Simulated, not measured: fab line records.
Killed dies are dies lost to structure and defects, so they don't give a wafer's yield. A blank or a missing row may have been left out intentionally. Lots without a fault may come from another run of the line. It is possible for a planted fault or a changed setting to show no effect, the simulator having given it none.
Problem report in the 8D (eight disciplines) form, filled by code || flow nand-harc || the parts of the form that need people (team, actions taken, sign-off) are left out

== 1. THE PROBLEM ==
oes-product-au at NHARC_A_BLC_ETCH_16 reads a mean of 0.844 a.u. on 3 wafers of 2 lots; wafers without a fault read 1.002 a.u. with a standard deviation of 0.0067. Relative to the usual mean, that is a shift of -24 standard deviations.
The step: etches the open film in CF4, target depth 39 nm, time 65 s.
Seen first at day 22 06:32 on rie-diel-09, wafer L140.3. Wafers with a number at this step in the record: 42, from 14 lots. By rule, "out" or "out of limits" means more than 4 standard deviations away from the usual mean. All remaining wafers that have a number are taken as sound.

== 2. WHAT IT IS AND WHAT IT IS NOT ==
{"question": "which readings at this step", "is": "oes-product-au", "is not": "drypump-motor-current-A, mfc-ar-sccm, rf-vpp-V, showerhead-plenum-p-Torr, throttle-valve-pct"}
{"question": "which lots", "is": "L140, L143", "is not": "L122, L123, L126, L127, L128, L129, L130, L132, L134, L135, L136, L144"}
{"question": "which wafers of those lots", "is": "L140.3, L140.4, L143.3", "is not": "L140.2, L143.1, L143.2"}
{"question": "read on which tools", "is": "rie-diel-09", "is not": "rie-diel-06, rie-diel-08"}
{"question": "when", "is": "from day 22 06:32", "is not": "up to then (34 sound wafers); but 5 sound wafers of L143, L144 came after"}

== 3. THE SUSPECTS, EACH WITH WHAT RULES IT OUT ==
Counting: a tool at a process step up to the reading stays a suspect if it ran every lot that is out. Sound lots after the first of them don't rule it out here, since some wafers of a struck lot are sound.
- rie-diel-09 at NHARC_A_BLC_ETCH_16 (etches the open film in CF4, target depth 39 nm, time 65 s): kept. Ran every lot that is out, first one L140 (day 22 06:32); last sound lot up to then L134 (day 21 14:44). Its own oes-product-au readings are out on those wafers.
The count leaves rie-diel-09 at NHARC_A_BLC_ETCH_16.

== 4. THE CAUSE (what the simulator had put in) ==
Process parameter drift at NHARC_A_BLC_ETCH_16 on rie-diel-09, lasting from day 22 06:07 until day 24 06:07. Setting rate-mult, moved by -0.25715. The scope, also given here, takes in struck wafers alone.
Only this tool survived the counting.

== 5. SEQUENCE OF EFFECTS, ordered by route ==
Each row: a reading where the mean over the struck wafers with a number is more than 3 standard deviations away from the usual. Only readings whose record carries a usual standard deviation are examined. hours: median over the lots of the time between each lot's start at the first step of this table that gives one and its start at this step. sigmas: the change, counted in usual standard deviations.
{"hours": 0, "step": "NHARC_A_BLC_ETCH_16", "reading": "oes-product-au", "usual": "1.002 a.u.", "on struck wafers": 0.844, "change": -0.158, "sigmas": -24}
Process steps it contains:
- NHARC_A_BLC_ETCH_16: etches the open film in CF4, target depth 39 nm, time 65 s.

== 6. HOW IT WOULD HAVE BEEN CAUGHT EARLIER ==
The fault began at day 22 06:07; the first out-of-limits reading in this record came at day 22 06:32, 0 hours later.
